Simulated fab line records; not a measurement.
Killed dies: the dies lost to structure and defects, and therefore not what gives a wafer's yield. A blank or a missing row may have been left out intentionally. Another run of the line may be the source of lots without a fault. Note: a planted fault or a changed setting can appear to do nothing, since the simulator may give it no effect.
What tool caused it?    flow nandHarc    24 lots, 72 wafers sampled, at 6 steps of a route of 1302

WHAT THE GAUGES SHOWED, per wafer
No reading from a measuring or inspecting step in the record can be judged against a usual standard deviation.

TOOL THAT RAN EACH LOT (tool first, then ch and the chambers of the sampled wafers, then the start)
lot   NHARC_P_GATE_RTA_80              NHARC_P_CONTACT_ETCH_18                       NHARC_P_CONTACT_DEGAS_38     NHARC_P_M0_PRE_CLEAN_29                 NHARC_P_M0_ANNEAL_30             NHARC_P_M1_PVD_20
L074  rtpAnneal-02 ch 0, day 5 18:51   rieDiel-02 ch 0,2, day 5 22:51 or earlier     pvdSputter-02, day 5 22:51   pvdSputter-03, day 6 03:07 or earlier   rtpAnneal-01 ch 0, day 6 03:07   pvdSputter-02, no start
L075  rtpAnneal-02 ch 0, day 6 00:51   rieDiel-02 ch 1,2,3, day 6 04:46 or earlier   pvdSputter-01, day 6 04:46   pvdSputter-02, day 6 08:59 or earlier   rtpAnneal-01 ch 0, day 6 08:59   pvdSputter-02, no start
L076  rtpAnneal-02 ch 0, day 6 13:02   rieDiel-05 ch 0,1,3, day 6 17:03 or earlier   pvdSputter-01, day 6 17:03   pvdSputter-03, day 6 21:24 or earlier   rtpAnneal-01 ch 0, day 6 21:24   pvdSputter-02, no start
L077  rtpAnneal-01 ch 0, day 7 06:48   rieDiel-05 ch 1,2, day 7 10:52 or earlier     pvdSputter-02, day 7 10:52   pvdSputter-01, day 7 15:06 or earlier   rtpAnneal-01 ch 0, day 7 15:06   pvdSputter-02, no start
L078  rtpAnneal-01 ch 0, day 7 10:45   rieDiel-02 ch 0,2, day 7 14:49 or earlier     pvdSputter-03, day 7 14:49   pvdSputter-03, day 7 19:05 or earlier   rtpAnneal-01 ch 0, day 7 19:05   pvdSputter-03, no start
L079  rtpAnneal-01 ch 0, day 7 22:34   rieDiel-06 ch 0,1,3, day 8 02:44 or earlier   pvdSputter-03, day 8 02:44   pvdSputter-03, day 8 06:56 or earlier   rtpAnneal-02 ch 0, day 8 06:56   pvdSputter-01, no start
L080  rtpAnneal-01 ch 0, day 8 06:31   rieDiel-06 ch 1,2, day 8 10:31 or earlier     pvdSputter-02, day 8 10:31   pvdSputter-02, day 8 14:50 or earlier   rtpAnneal-01 ch 0, day 8 14:50   pvdSputter-01, no start
L081  rtpAnneal-01 ch 0, day 8 18:28   rieDiel-02 ch 1,2,3, day 8 22:26 or earlier   pvdSputter-01, day 8 22:26   pvdSputter-03, day 9 03:03 or earlier   rtpAnneal-02 ch 0, day 9 03:03   pvdSputter-01, no start
L082  rtpAnneal-02 ch 0, day 9 10:56   rieDiel-02 ch 1,3, day 9 14:57 or earlier     pvdSputter-02, day 9 14:57   pvdSputter-02, day 9 19:14 or earlier   rtpAnneal-01 ch 0, day 9 19:14   pvdSputter-03, no start
L083  rtpAnneal-01 ch 0, day 9 15:25   rieDiel-06 ch 0,1,3, day 9 19:25 or earlier   pvdSputter-01, day 9 19:25   pvdSputter-02, day 9 23:42 or earlier   rtpAnneal-02 ch 0, day 9 23:42   pvdSputter-03, no start
L084  rtpAnneal-01 ch 0, day 10 04:41  rieDiel-05 ch 0,2,3, day 10 08:55 or earlier  pvdSputter-03, day 10 08:55  pvdSputter-03, day 10 13:30 or earlier  rtpAnneal-02 ch 0, day 10 13:30  pvdSputter-03, no start
L085  rtpAnneal-02 ch 0, day 10 05:24  rieDiel-06 ch 1,2, day 10 09:29 or earlier    pvdSputter-02, day 10 09:29  pvdSputter-03, day 10 14:35 or earlier  rtpAnneal-01 ch 0, day 10 14:35  pvdSputter-03, no start
L086  rtpAnneal-02 ch 0, day 10 14:10  rieDiel-06 ch 2,3, day 10 18:05 or earlier    pvdSputter-02, day 10 18:05  pvdSputter-02, day 10 23:16 or earlier  rtpAnneal-01 ch 0, day 10 23:16  pvdSputter-03, no start
L087  rtpAnneal-01 ch 0, day 11 09:17  rieDiel-05 ch 0,2, day 11 13:19 or earlier    pvdSputter-02, day 11 13:19  pvdSputter-02, day 11 17:35 or earlier  rtpAnneal-02 ch 0, day 11 17:35  pvdSputter-03, no start
L088  rtpAnneal-01 ch 0, day 11 20:42  rieDiel-06 ch 1,2, day 12 00:43 or earlier    pvdSputter-01, day 12 00:43  pvdSputter-03, day 12 04:52 or earlier  rtpAnneal-01 ch 0, day 12 04:52  pvdSputter-03, no start
L089  rtpAnneal-01 ch 0, day 12 00:26  rieDiel-05 ch 0,2,3, day 12 04:25 or earlier  pvdSputter-01, day 12 04:25  pvdSputter-01, day 12 08:54 or earlier  rtpAnneal-01 ch 0, day 12 08:54  pvdSputter-01, no start
L091  rtpAnneal-01 ch 0, day 12 21:41  rieDiel-02 ch 2,3, day 13 01:44 or earlier    pvdSputter-01, day 13 01:44  pvdSputter-01, day 13 05:53 or earlier  rtpAnneal-02 ch 0, day 13 05:53  pvdSputter-03, no start
L090  rtpAnneal-02 ch 0, day 12 22:38  rieDiel-06 ch 1,2, day 13 02:44 or earlier    pvdSputter-03, day 13 02:44  pvdSputter-02, day 13 06:58 or earlier  rtpAnneal-02 ch 0, day 13 06:58  pvdSputter-01, no start
L093  rtpAnneal-01 ch 0, day 13 13:46  rieDiel-05 ch 1,2, day 13 17:51 or earlier    pvdSputter-01, day 13 17:51  pvdSputter-01, day 13 22:14 or earlier  rtpAnneal-01 ch 0, day 13 22:14  pvdSputter-03, no start
L092  rtpAnneal-02 ch 0, day 13 14:26  rieDiel-06 ch 0,2, day 13 18:28 or earlier    pvdSputter-01, day 13 18:28  pvdSputter-03, day 13 22:53 or earlier  rtpAnneal-02 ch 0, day 13 22:53  pvdSputter-02, no start
L094  rtpAnneal-01 ch 0, day 14 05:08  rieDiel-05 ch 0,3, day 14 09:10 or earlier    pvdSputter-02, day 14 09:10  pvdSputter-01, day 14 13:22 or earlier  rtpAnneal-02 ch 0, day 14 13:22  pvdSputter-01, no start
L095  rtpAnneal-01 ch 0, day 14 18:22  rieDiel-02 ch 2,3, day 14 22:17 or earlier    pvdSputter-03, day 14 22:17  pvdSputter-01, day 15 03:08 or earlier  rtpAnneal-02 ch 0, day 15 03:08  pvdSputter-01, no start
L096  rtpAnneal-02 ch 0, day 15 02:23  rieDiel-02 ch 0,2,3, day 15 06:31 or earlier  pvdSputter-03, day 15 06:31  pvdSputter-03, day 15 11:03 or earlier  rtpAnneal-01 ch 0, day 15 11:03  pvdSputter-01, no start
L097  rtpAnneal-01 ch 0, day 15 14:56  rieDiel-05 ch 2,3, day 15 19:13 or earlier    pvdSputter-01, day 15 19:13  pvdSputter-02, day 16 00:10 or earlier  rtpAnneal-02 ch 0, day 16 00:10  pvdSputter-01, no start
- NHARC_P_GATE_RTA_80: time 30 s.
- NHARC_P_CONTACT_ETCH_18: etches the open film in C4F8/O2/Ar, target depth 481 nm, time 240.5 s.
- NHARC_P_CONTACT_DEGAS_38: time 60 s.
- NHARC_P_M0_PRE_CLEAN_29: time 30 s.
- NHARC_P_M0_ANNEAL_30: time 90 s.
- NHARC_P_M1_PVD_20: deposits TaN, target thk 5 nm, time 8.06 s.

AS READ BY THE TOOLS THEMSELVES (means over the sampled wafers that have a number; for cases with no such wafer, the mark the record gives instead)
NHARC_P_GATE_RTA_80.
lot   tool          lampPowerPct (%)  wafer_temp_C_max
L074  rtpAnneal-02  2.12              301.19
L075  rtpAnneal-02  2.12              300.91
L076  rtpAnneal-02  2.12              301.06
L077  rtpAnneal-01  2.20              300.94
L078  rtpAnneal-01  2.20              300.80
L079  rtpAnneal-01  2.20              301.25
L080  rtpAnneal-01  2.20              301.09
L081  rtpAnneal-01  2.20              301.19
L082  rtpAnneal-02  2.12              301.21
L083  rtpAnneal-01  2.21              300.88
L084  rtpAnneal-01  2.20              301.21
L085  rtpAnneal-02  2.12              301.06
L086  rtpAnneal-02  2.12              301.01
L087  rtpAnneal-01  2.20              301.41
L088  rtpAnneal-01  2.20              301.05
L089  rtpAnneal-01  2.20              301.17
L091  rtpAnneal-01  2.21              301.17
L090  rtpAnneal-02  2.12              301.15
L093  rtpAnneal-01  2.20              301.18
L092  rtpAnneal-02  2.12              301.00
L094  rtpAnneal-01  2.20              300.92
L095  rtpAnneal-01  2.20              301.31
L096  rtpAnneal-02  2.13              301.10
L097  rtpAnneal-01  2.20              301.19

NHARC_P_CONTACT_ETCH_18.
lot   tool        oesProductAu (a.u.)  rfVppV (V)
L074  rieDiel-02  0.972                975
L075  rieDiel-02  0.946                982
L076  rieDiel-05  0.921                978
L077  rieDiel-05  0.975                979
L078  rieDiel-02  0.966                975
L079  rieDiel-06  0.956                978
L080  rieDiel-06  0.966                980
L081  rieDiel-02  0.971                983
L082  rieDiel-02  0.978                983
L083  rieDiel-06  0.975                976
L084  rieDiel-05  0.966                981
L085  rieDiel-06  0.979                978
L086  rieDiel-06  0.975                974
L087  rieDiel-05  0.973                982
L088  rieDiel-06  0.928                981
L089  rieDiel-05  0.934                981
L091  rieDiel-02  0.970                981
L090  rieDiel-06  0.977                979
L093  rieDiel-05  0.958                979
L092  rieDiel-06  0.977                976
L094  rieDiel-05  0.936                980
L095  rieDiel-02  0.946                978
L096  rieDiel-02  0.970                978
L097  rieDiel-05  0.959                980

NHARC_P_CONTACT_DEGAS_38.
lot   tool           heaterPowerW (W)
L074  pvdSputter-02  514
L075  pvdSputter-01  452
L076  pvdSputter-01  451
L077  pvdSputter-02  519
L078  pvdSputter-03  409
L079  pvdSputter-03  413
L080  pvdSputter-02  482
L081  pvdSputter-01  452
L082  pvdSputter-02  494
L083  pvdSputter-01  450
L084  pvdSputter-03  445
L085  pvdSputter-02  512
L086  pvdSputter-02  509
L087  pvdSputter-02  526
L088  pvdSputter-01  428
L089  pvdSputter-01  460
L091  pvdSputter-01  466
L090  pvdSputter-03  409
L093  pvdSputter-01  449
L092  pvdSputter-01  433
L094  pvdSputter-02  454
L095  pvdSputter-03  411
L096  pvdSputter-03  405
L097  pvdSputter-01  459

NHARC_P_M0_PRE_CLEAN_29.
lot   tool           heaterPowerW (W)
L074  pvdSputter-03  408
L075  pvdSputter-02  430
L076  pvdSputter-03  395
L077  pvdSputter-01  402
L078  pvdSputter-03  381
L079  pvdSputter-03  380
L080  pvdSputter-02  431
L081  pvdSputter-03  399
L082  pvdSputter-02  434
L083  pvdSputter-02  461
L084  pvdSputter-03  396
L085  pvdSputter-03  362
L086  pvdSputter-02  460
L087  pvdSputter-02  461
L088  pvdSputter-03  392
L089  pvdSputter-01  377
L091  pvdSputter-01  396
L090  pvdSputter-02  455
L093  pvdSputter-01  396
L092  pvdSputter-03  426
L094  pvdSputter-01  376
L095  pvdSputter-01  401
L096  pvdSputter-03  392
L097  pvdSputter-02  455

NHARC_P_M0_ANNEAL_30.
lot   tool          annealTempC (C)  wafer_temp_C_max
L074  rtpAnneal-01  224.93           226.11
L075  rtpAnneal-01  224.76           225.59
L076  rtpAnneal-01  225.02           225.91
L077  rtpAnneal-01  224.89           225.62
L078  rtpAnneal-01  224.80           226.11
L079  rtpAnneal-02  224.68           225.77
L080  rtpAnneal-01  225.09           225.74
L081  rtpAnneal-02  224.97           225.82
L082  rtpAnneal-01  225.14           225.90
L083  rtpAnneal-02  224.94           225.81
L084  rtpAnneal-02  224.80           225.58
L085  rtpAnneal-01  224.79           225.93
L086  rtpAnneal-01  224.88           226.02
L087  rtpAnneal-02  224.58           225.78
L088  rtpAnneal-01  225.04           225.76
L089  rtpAnneal-01  224.99           225.79
L091  rtpAnneal-02  224.94           225.85
L090  rtpAnneal-02  225.36           225.74
L093  rtpAnneal-01  225.36           225.63
L092  rtpAnneal-02  224.87           225.78
L094  rtpAnneal-02  224.87           225.75
L095  rtpAnneal-02  225.24           225.84
L096  rtpAnneal-01  224.78           225.55
L097  rtpAnneal-02  224.74           225.83

NHARC_P_M1_PVD_20.
lot   tool           chamberPressurePa (Pa)  throttleValvePct (%)
L074  pvdSputter-02  0.11989                 30.2
L075  pvdSputter-02  0.12006                 30.5
L076  pvdSputter-02  0.11971                 30.6
L077  pvdSputter-02  0.11982                 29.6
L078  pvdSputter-03  0.11996                 29.3
L079  pvdSputter-01  0.12025                 30.2
L080  pvdSputter-01  0.11994                 29.3
L081  pvdSputter-01  0.12023                 29.5
L082  pvdSputter-03  0.12003                 29.1
L083  pvdSputter-03  0.11994                 29.7
L084  pvdSputter-03  0.12032                 29.6
L085  pvdSputter-03  0.12023                 29.5
L086  pvdSputter-03  0.12014                 30.1
L087  pvdSputter-03  0.12009                 29.5
L088  pvdSputter-03  0.11994                 29.5
L089  pvdSputter-01  0.11991                 30.2
L091  pvdSputter-03  0.11982                 29.4
L090  pvdSputter-01  0.11997                 29.5
L093  pvdSputter-03  0.12009                 29.6
L092  pvdSputter-02  0.12004                 30.1
L094  pvdSputter-01  0.11994                 29.9
L095  pvdSputter-01  0.12016                 29.7
L096  pvdSputter-01  0.12026                 30.5
L097  pvdSputter-01  0.11992                 29.7

THE ANSWER, worked out from the rows above alone
Rule: the lots themselves supply what counts as usual. The widest of any qualifying gaps counts: lots, ordered by their means at a reading, are off when they make up no more than a third of the lots, leave a main group of 4 or more, and stand apart from it by 3 or more times the standard deviation of that group's means. If all means in a main group match to the digits the tables above print for the reading, that group is not used. A lot without any number at a reading at which 4 lots or more have one is off too. All remaining lots with rows at the step are treated as sound. After the gauges, taken in route order, come the tools' own readings; for these a lot's mean is taken, as printed above. The first step at which some lot is off is used, and at that step the reading that is off furthest; a lot without a number counts as furthest.
No lot is off at any reading shown: from this, nothing can be told.

WHAT WAS PUT IN BY THE SIMULATOR
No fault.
